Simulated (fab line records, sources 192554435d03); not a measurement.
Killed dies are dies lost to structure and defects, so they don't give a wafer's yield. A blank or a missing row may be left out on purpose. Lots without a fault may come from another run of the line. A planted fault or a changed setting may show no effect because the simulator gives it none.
Split-lot experiment | flow n5_finfet | 7 lots, 39 wafers read, on a route of 1938 steps

THE SPLIT
At N5_HKMG_FIN_HK_ALD_01 (deposits HfO2, target thk 1.6 nm, pulse time 3 s, purge time 3 s), the setting ald_cycles was moved away from the recipe's 30 on 12 of the 39 wafers read, by -13.3% to +6.7%. The other wafers ran this setting at the recipe's value.

FROM THE SPLIT TO THE READING: what the file shows between them, 4 steps
- N5_HKMG_FIN_HK_ANNEAL_02: time 30 s
- N5_HKMG_FIN_ALD_74: deposits La2O3, target thk 0.5 nm, pulse time 6 s, co reactant pulse time 1 s
- N5_HKMG_FIN_WET_ETCH_82: etches La2O3 in dHCl, stops on HfO2, target depth 2 nm, rinse time 30 s
- N5_HKMG_FIN_ALD_36: deposits TiN, target thk 1 nm, pulse time 1 s, purge time 3 s

THE READING
HK_THK, in nm, at N5_HKMG_FIN_THK_MEAS_70 (measures by xrf). Fault-free wafers of this fab line usually give 1.582 nm, standard deviation 0.017 nm.

wafer  | tool, chamber at the split | ald_cycles as run | against the recipe | HK_THK, nm | against lot-mates on the recipe
L080.1 | ald_hk-03, 1,0,3,2,3,2     | 30                | recipe             | 1.586      | -
L080.2 | ald_hk-03, 1,0,3,2,3,2     | 30                | recipe             | 1.571      | -
L080.3 | ald_hk-03, 1,0,3,2,3,2     | 30                | recipe             | 1.545      | -
L080.4 | ald_hk-03, 1,0,3,2,3,2     | 30                | recipe             | 1.549      | -
L080.5 | ald_hk-03, 1,0,3,2,3,2     | 30                | recipe             | 1.572      | -
L080.6 | ald_hk-03, 1,0,3,2,3,2     | 30                | recipe             | 1.558      | -
L082.1 | ald_hk-03, 3,0,3           | 30                | recipe             | 1.614      | -
L082.2 | ald_hk-03, 2,1,2           | 26                | -13.3%             | 1.387      | -0.213
L082.3 | ald_hk-03, 2,1,2           | 26                | -13.3%             | 1.389      | -0.211
L082.4 | ald_hk-03, 3,0,3           | 30                | recipe             | 1.591      | -
L082.5 | ald_hk-03, 3,0,3           | 30                | recipe             | 1.596      | -
L082.6 | ald_hk-03, 2,1,2           | 26                | -13.3%             | 1.359      | -0.241
L086.3 | ald_hk-03, 2,1,2           | 30                | recipe             | 1.564      | -
L086.5 | ald_hk-03, 2,1,2           | 30                | recipe             | 1.589      | -
L086.6 | ald_hk-03, 2,1,2           | 30                | recipe             | 1.574      | -
L089.1 | ald_hk-03, 2,1,3,0,3,0     | 30                | recipe             | 1.568      | -
L089.2 | ald_hk-03, 2,1,3,0,3,0     | 30                | recipe             | 1.590      | -
L089.3 | ald_hk-03, 2,1,3,0,3,0     | 30                | recipe             | 1.573      | -
L089.4 | ald_hk-03, 2,1,3,0,3,0     | 30                | recipe             | 1.590      | -
L089.5 | ald_hk-03, 2,1,3,0,3,0     | 30                | recipe             | 1.580      | -
L089.6 | ald_hk-03, 2,1,3,0,3,0     | 30                | recipe             | 1.583      | -
L096.1 | ald_hk-01, 2,3,3           | 30                | recipe             | 1.559      | -
L096.2 | ald_hk-01, 2,3,3           | 30                | recipe             | 1.586      | -
L096.3 | ald_hk-01, 1,0,2           | 26                | -13.3%             | 1.383      | -0.190
L096.4 | ald_hk-01, 1,0,2           | 26                | -13.3%             | 1.377      | -0.196
L096.5 | ald_hk-01, 2,3,3           | 30                | recipe             | 1.573      | -
L096.6 | ald_hk-01, 1,0,2           | 26                | -13.3%             | 1.352      | -0.221
L097.1 | ald_hk-02, 0,2,3           | 30                | recipe             | 1.557      | -
L097.2 | ald_hk-02, 0,2,3           | 30                | recipe             | 1.576      | -
L097.3 | ald_hk-02, 1,3,0           | 32                | +6.7%              | 1.681      | +0.114
L097.4 | ald_hk-02, 0,2,3           | 30                | recipe             | 1.568      | -
L097.5 | ald_hk-02, 1,3,0           | 32                | +6.7%              | 1.711      | +0.144
L097.6 | ald_hk-02, 1,3,0           | 32                | +6.7%              | 1.678      | +0.111
L091.1 | ald_hk-03, 1,3,0           | 30                | recipe             | 1.578      | -
L091.2 | ald_hk-03, 1,3,0           | 30                | recipe             | 1.554      | -
L091.3 | ald_hk-03, 1,3,0           | 30                | recipe             | 1.590      | -
L091.4 | ald_hk-03, 2,2,3           | 28                | -6.7%              | 1.452      | -0.122
L091.5 | ald_hk-03, 2,2,3           | 28                | -6.7%              | 1.451      | -0.123
L091.6 | ald_hk-03, 2,2,3           | 28                | -6.7%              | 1.473      | -0.101
Where a row lists several chambers, the file gives one row for several wafers and doesn't say which wafer went through which chamber.

THE FIT
A straight line over all 39 wafers: HK_THK changes by +0.0156 nm for each +1% of ald_cycles; r = +0.98; the points scatter about the line by 0.016 nm.
The same after taking each lot's own level away (the mean of its wafers on the recipe; 39 wafers): +0.0164 nm for each +1%; r = +0.99; scatter 0.014 nm.
On that fit, the largest move of ald_cycles shifts the reading by 0.22 nm.
The lots' own levels span 1.5635 to 1.6003 nm, that is 2.2 times the standard deviation above.
So the lot-to-lot level changes the slope little: the two slopes agree.
Check: with one of the wafers moved furthest among these (-13.3%) left out of the fit, the line predicts -0.218 nm for it against its lot-mates. It came out at -0.213 nm against them.

OTHER SPLITS ON THESE WAFERS
These wafers also went through other splits before the reading. Each is held against what the fit with the lots' levels taken away leaves over:
other split on the same wafers    | wafers away from the commonest value | r with HK_THK (lot level and that fit taken away)
N5_WELL_APT_IMPLANT_32 energy_kev | 18                                   | +0.25
N5_FIN_SAQP_EXPOSE_13 dose_mj     | 6                                    | -0.16
N5_DUMMY_GATE_ETCH_42 bias_w      | 12                                   | -0.03

THE FILE'S OWN FIT
HK_THK changes by +0.0163 nm for each +1% of ald_cycles, r = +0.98.
